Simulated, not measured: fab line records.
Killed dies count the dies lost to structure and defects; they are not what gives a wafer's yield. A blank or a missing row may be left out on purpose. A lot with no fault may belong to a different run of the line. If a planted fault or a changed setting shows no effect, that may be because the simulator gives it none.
fab line records + flow n5-finfet
record:
- lots: 6
- wafers: 18
- last-day: 21
route steps=1938 shown HKMG_FIN@417
lots that met no fault: taken from a fault-free run of the same line
start-h: the number of hours between the record's first day and the start of the first shown wafer of the lot + wait-h: hours since the lot's step before + " repeats the value in the row above + L1.1+2: several wafers, shown together as one row + - no value, or no start given + * or withheld: withheld + < > ~ a bound
route shown NAME@n: NAME is a module with steps in the file, n the number in the route of the first one + usual: mean/standard deviation taken from wafers without a fault + same: alike in all rows + chamber/n: place in a boat + sites: the reading at each site + _std_site: how widely they spread, as a standard deviation + _edge_site: outer sites' mean less inner sites' + radius-mm: for every site, how far away it sits from the centre of the wafer + mask NAME#n: copy n + behind: tool/chamber where the wafer was last shaped + hold: why the lot went on hold/how many hours it stayed there/how the hold came to an end + device: transistor that didn't switch, given as n, p or np + end of line: at the end of the route, the tests of the same wafers + step lacking rows: just its recipe + killed: count of dies lost to structure and defects at first sort (not the wafer's yield) + map: shows each die of a wafer: x if killed, . if not, _ if none is there
set.NAME: the run value of the setting; set.NAME@STEP: its run value at that earlier step + model.NAME: the simulator's own value behind a step, which no gauge read
a table for each step, a row for each wafer; lots at some steps of the route
services: when a tool's chamber went out of use (start-h, in hours from the record's first day, below 0 if earlier), for how many hours, and the reason
== steps ==
step: N5_HKMG_FIN_WET_ETCH_81
recipe:
- chemistry: SC1
- target: TiN
- stop-on: HfO2
- mix: 1:1:5
- temp-c: 60
- time-s: 57
- target-depth-nm: 6
step: N5_HKMG_FIN_WET_ETCH_82
recipe:
- chemistry: dHCl
- mix: 1:10000
- temp-c: 25
- target: La2O3
- stop-on: HfO2
- target-depth-nm: 2
- dry: ipa-marangoni
- rinse-time-s: 30
- rinse-temp-c: 23
step: N5_HKMG_FIN_ALD_36
recipe:
- material: TiN
- target-thk-a: 10
- temp-c: 400
- ald-precursor-family: TiCl4
- ald-co-reactant: NH3
- pulse-time-s: 1
- purge-time-s: 3
- co-reactant-purge-time-s: 2
- co-reactant-pulse-time-s: 2
- ald-cycles: 47
- pressure-torr: 3
usual:
- heater-power-w: 879/110
- precursor-pulse-height-rel: 1.001/0.018
| lot.wafer | tool         | chamber | start-h | wait-h | heater-power-w | precursor-pulse-height-rel |
|-----------|--------------|---------|---------|--------|----------------|----------------------------|
| L461.1    | ald-metal-04 | 0       | 90.03   | 0.0    | 865            | 0.981                      |
| L461.4    | "            | 1       | "       | "      | 769            | 1.018                      |
| L461.6    | "            | 0       | "       | "      | 894            | 0.981                      |
| L475.1    | ald-metal-04 | 3       | 175.51  | 0.0    | 790            | 0.999                      |
| L475.2    | "            | 2       | "       | "      | 865            | 0.990                      |
| L475.6    | "            | 2       | "       | "      | 861            | 0.999                      |
| L476.1    | ald-metal-01 | 2       | 182.84  | 0.0    | 837            | 1.050                      |
| L476.4    | "            | 0       | "       | "      | 789            | 1.018                      |
| L476.6    | "            | 1       | "       | "      | 941            | 1.008                      |
| L477.1    | ald-metal-01 | 3       | 187.19  | 0.0    | 890            | 0.997                      |
| L477.4    | "            | 0       | "       | "      | 793            | 1.015                      |
| L477.5    | "            | 2       | "       | "      | 818            | 0.984                      |
| L479.3    | ald-metal-01 | 3       | 202.02  | 0.0    | 902            | 0.986                      |
| L479.4    | "            | 1       | "       | "      | 968            | 1.000                      |
| L479.5    | "            | 3       | "       | "      | 879            | 1.010                      |
| L480.3    | ald-metal-04 | 0       | 205.55  | 0.1    | 893            | 1.017                      |
| L480.4    | "            | 3       | "       | "      | 782            | 0.995                      |
| L480.6    | "            | 2       | "       | "      | 862            | 0.987                      |
step: N5_HKMG_FIN_THK_MEAS_70
recipe:
- thk-meas-gauge: xrf
- reads: HfO2_of_HKMG_FIN_HK_ALD_01
usual:
- HK_THK: 1.609/0.022
| lot.wafer | tool          | chamber | start-h | wait-h | HK_THK[nm] |
|-----------|---------------|---------|---------|--------|------------|
| L461.1    | film-metro-02 | -       | 90.31   | 0.2    | 1.615      |
| L461.4    | "             | -       | "       | "      | 1.596      |
| L461.6    | "             | -       | "       | "      | 1.600      |
| L475.1    | film-metro-02 | -       | 175.79  | 0.2    | 1.632      |
| L475.2    | "             | -       | "       | "      | 1.619      |
| L475.6    | "             | -       | "       | "      | 1.567      |
| L476.1    | film-metro-02 | -       | 183.12  | 0.2    | 1.650      |
| L476.4    | "             | -       | "       | "      | 1.636      |
| L476.6    | "             | -       | "       | "      | 1.638      |
| L477.1    | film-metro-01 | -       | 187.47  | 0.2    | 1.593      |
| L477.4    | "             | -       | "       | "      | 1.621      |
| L477.5    | "             | -       | "       | "      | 1.633      |
| L479.3    | film-metro-01 | -       | 202.30  | 0.2    | 1.594      |
| L479.4    | "             | -       | "       | "      | 1.610      |
| L479.5    | "             | -       | "       | "      | 1.596      |
| L480.3    | film-metro-02 | -       | 205.83  | 0.2    | 1.622      |
| L480.4    | "             | -       | "       | "      | 1.609      |
| L480.6    | "             | -       | "       | "      | 1.617      |
step: N5_HKMG_FIN_PWFM_ALD_03
recipe:
- material: TiN
- target-thk-a: 20
- temp-c: 400
- ald-precursor-family: TiCl4
- ald-co-reactant: NH3
- pulse-time-s: 1
- purge-time-s: 3
- co-reactant-purge-time-s: 2
- co-reactant-pulse-time-s: 2
- ald-cycles: 91
- pressure-torr: 3
usual:
- heater-power-w: 851/74
- precursor-pulse-height-rel: 0.996/0.02
| lot.wafer | tool         | chamber | start-h | wait-h | heater-power-w | precursor-pulse-height-rel |
|-----------|--------------|---------|---------|--------|----------------|----------------------------|
| L461.1    | ald-metal-01 | 0       | 90.34   | 0.0    | 794            | 1.036                      |
| L461.4    | "            | 2       | "       | "      | 857            | 0.984                      |
| L461.6    | "            | 1       | "       | "      | 960            | 1.006                      |
| L475.1    | ald-metal-04 | 2       | 175.83  | 0.0    | 858            | 1.008                      |
| L475.2    | "            | 3       | "       | "      | 756            | 0.987                      |
| L475.6    | "            | 0       | "       | "      | 885            | 1.023                      |
| L476.1    | ald-metal-04 | 2       | 183.16  | 0.0    | 880            | 1.006                      |
| L476.4    | "            | 3       | "       | "      | 790            | 1.008                      |
| L476.6    | "            | 0       | "       | "      | 860            | 0.986                      |
| L477.1    | ald-metal-01 | 0       | 187.51  | 0.0    | 806            | 1.021                      |
| L477.4    | "            | 3       | "       | "      | 882            | 0.996                      |
| L477.5    | "            | 1       | "       | "      | 951            | 0.955                      |
| L479.3    | ald-metal-04 | 1       | 202.34  | 0.0    | 774            | 0.977                      |
| L479.4    | "            | 0       | "       | "      | 863            | 0.989                      |
| L479.5    | "            | 3       | "       | "      | 782            | 0.986                      |
| L480.3    | ald-metal-02 | 0       | 205.87  | 0.0    | 1016           | 1.000                      |
| L480.4    | "            | 1       | "       | "      | 1118           | 0.970                      |
| L480.6    | "            | 2       | "       | "      | 768            | 0.987                      |
step: N5_HKMG_FIN_COAT_29
recipe:
- resist: SOC
- temp-c: 250
- time-s: 60
- spin-rpm: 1500
- resist-thk-nm: 300
step: N5_HKMG_FIN_COAT_30
recipe:
- resist: SiARC
- temp-c: 220
- time-s: 60
- spin-rpm: 1500
- resist-thk-nm: 35
step: N5_HKMG_FIN_COAT_06
recipe:
- resist: CAR-ArF
- spin-rpm: 1500
- resist-thk-nm: 90
step: N5_HKMG_FIN_EBR_08
recipe:
- solvent: PGMEA
- ebr-width-mm: 1.5
step: N5_HKMG_FIN_SOFTBAKE_07
recipe:
- temp-c: 110
- time-s: 60
- resist: CAR-ArF
step: N5_HKMG_FIN_EXPOSE_09
recipe:
- mask-id: NWFM
- na: 1.35
- source-shape: conventional
- sigma-outer: 0.8
- polarization: unpolarized
- dose-mj: 39.25
step: N5_HKMG_FIN_PEB_10
recipe:
- peb-temp-c: withheld
- peb-time-s: 60
- resist: CAR-ArF
step: N5_HKMG_FIN_DEVELOP_11
recipe:
- develop-time-s: 30
- developer: TMAH
- resist: CAR-ArF
- dev-temp-c: 23
- rinse-liquid: diw
- dry: air-spin
usual:
- chill-plate-temp-C: 22.99/0.1
- develop-time-s: 30/0
- exhaust-pa: 44.7/0.9
| lot.wafer | tool           | chamber | start-h | wait-h | chill-plate-temp-C | develop-time-s | exhaust-pa | model.CAR-ArF_of_HKMG_FIN_COAT_06.thk-nm |
|-----------|----------------|---------|---------|--------|--------------------|----------------|------------|------------------------------------------|
| L461.1    | litho-track-03 | 0       | 91.00   | -      | 22.79              | 30             | 44.4       | 88.8                                     |
| L461.4    | "              | 0       | "       | "      | 23.02              | 30             | 44.2       | 88.8                                     |
| L461.6    | "              | 0       | "       | "      | 22.93              | 30             | 41.8       | 88.8                                     |
| L475.1    | litho-track-02 | -       | 176.61  | -      | -                  | -              | -          | 90                                       |
| L475.2    | "              | -       | "       | "      | -                  | -              | -          | 90                                       |
| L475.6    | "              | -       | "       | "      | -                  | -              | -          | 90                                       |
| L476.1    | litho-track-02 | -       | 183.94  | -      | -                  | -              | -          | 89.6                                     |
| L476.4    | "              | -       | "       | "      | -                  | -              | -          | 89.4                                     |
| L476.6    | "              | -       | "       | "      | -                  | -              | -          | 89.8                                     |
| L477.1    | litho-track-01 | 0       | 188.29  | -      | 22.98              | 30             | 43.7       | 88.4                                     |
| L477.4    | "              | 0       | "       | "      | 22.91              | 30             | 45.1       | 88.2                                     |
| L477.5    | "              | 0       | "       | "      | 23.07              | 30             | 44.3       | 88.6                                     |
| L479.3    | litho-track-03 | 0       | 202.99  | -      | 22.87              | 30             | 45.3       | 88.6                                     |
| L479.4    | "              | 0       | "       | "      | 22.87              | 30             | 45.9       | 88.4                                     |
| L479.5    | "              | 0       | "       | "      | 22.93              | 30             | 45.8       | 88.2                                     |
| L480.3    | litho-track-02 | 0       | 206.65  | -      | 23.06              | 30             | 43.1       | 88.2                                     |
| L480.4    | "              | 0       | "       | "      | 23.06              | 30             | 45.2       | 88.4                                     |
| L480.6    | "              | 0       | "       | "      | 22.92              | 30             | 44.0       | 88.4                                     |
step: N5_HKMG_FIN_CD_MEAS_12
recipe:
- target-cd-nm: 92.8
- landing-energy-ev: 500
- detector: se-inlens
usual:
- cd-nm: 92.9/0.71
| lot.wafer | tool      | chamber | start-h | wait-h | cd-nm |
|-----------|-----------|---------|---------|--------|-------|
| L461.1    | cd-sem-01 | 0       | 91.06   | -      | 93.0  |
| L461.4    | "         | 0       | "       | "      | 93.4  |
| L461.6    | "         | 0       | "       | "      | 92.1  |
| L475.1    | cd-sem-03 | 0       | 176.66  | -      | -     |
| L475.2    | "         | 0       | "       | "      | -     |
| L475.6    | "         | 0       | "       | "      | -     |
| L476.1    | cd-sem-03 | 0       | 184.00  | -      | -     |
| L476.4    | "         | 0       | "       | "      | -     |
| L476.6    | "         | 0       | "       | "      | -     |
| L477.1    | cd-sem-01 | 0       | 188.35  | -      | 92.9  |
| L477.4    | "         | 0       | "       | "      | 91.3  |
| L477.5    | "         | 0       | "       | "      | 92.5  |
| L479.3    | cd-sem-03 | 0       | 203.05  | -      | 93.6  |
| L479.4    | "         | 0       | "       | "      | 93.2  |
| L479.5    | "         | 0       | "       | "      | 93.5  |
| L480.3    | cd-sem-03 | 0       | 206.71  | -      | 93.9  |
| L480.4    | "         | 0       | "       | "      | 92.6  |
| L480.6    | "         | 0       | "       | "      | 92.4  |
== services ==
| tool           | chamber | start-h | hours | kind                      |
|----------------|---------|---------|-------|---------------------------|
| ald-metal-01   | -       | 81.76   | 2.8   | pm                        |
| litho-track-02 | -       | 87.87   | -     | consumable-replace:filter |
| ald-metal-02   | 3       | 96.11   | 1.5   | repair                    |
| ald-metal-02   | 0       | 111.21  | 23.8  | repair                    |
| ald-metal-01   | -       | 129.35  | 0.9   | repair                    |
| ald-metal-02   | 2       | 130.18  | 8.3   | repair                    |
== key ==
first-sign:
- step: N5_HKMG_FIN_DEVELOP_11
- reading: tool-record
- direction: missing
effect none on later readings
model-effect:
- step: N5_HKMG_FIN_DEVELOP_11
- value: CAR-ArF_of_HKMG_FIN_COAT_06.thk-nm
- without: 88.1
- struck: 89.8
met-at N5_HKMG_FIN_DEVELOP_11
struck-wafers L475.1,L475.2,L475.6,L476.1,L476.4,L476.6
later-rows-left-out L475.1,L475.2,L475.6,L476.1,L476.4,L476.6
sort-left-out L475.1,L475.2,L475.6,L476.1,L476.4,L476.6
fault:
- kind: skipped-step-whole
- tool: litho-track-02
- chamber: -
- onset-h: 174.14
- steps: N5_HKMG_FIN_DEVELOP_11
- scope: struck-lots-only
sort-left-out: the simulated sort isn't trusted on such a fault, so these wafers' sort isn't shown, and their yield isn't known
later-rows-left-out: the simulator's readings of these wafers behind a module that went badly wrong aren't trusted and aren't shown, but for the sort
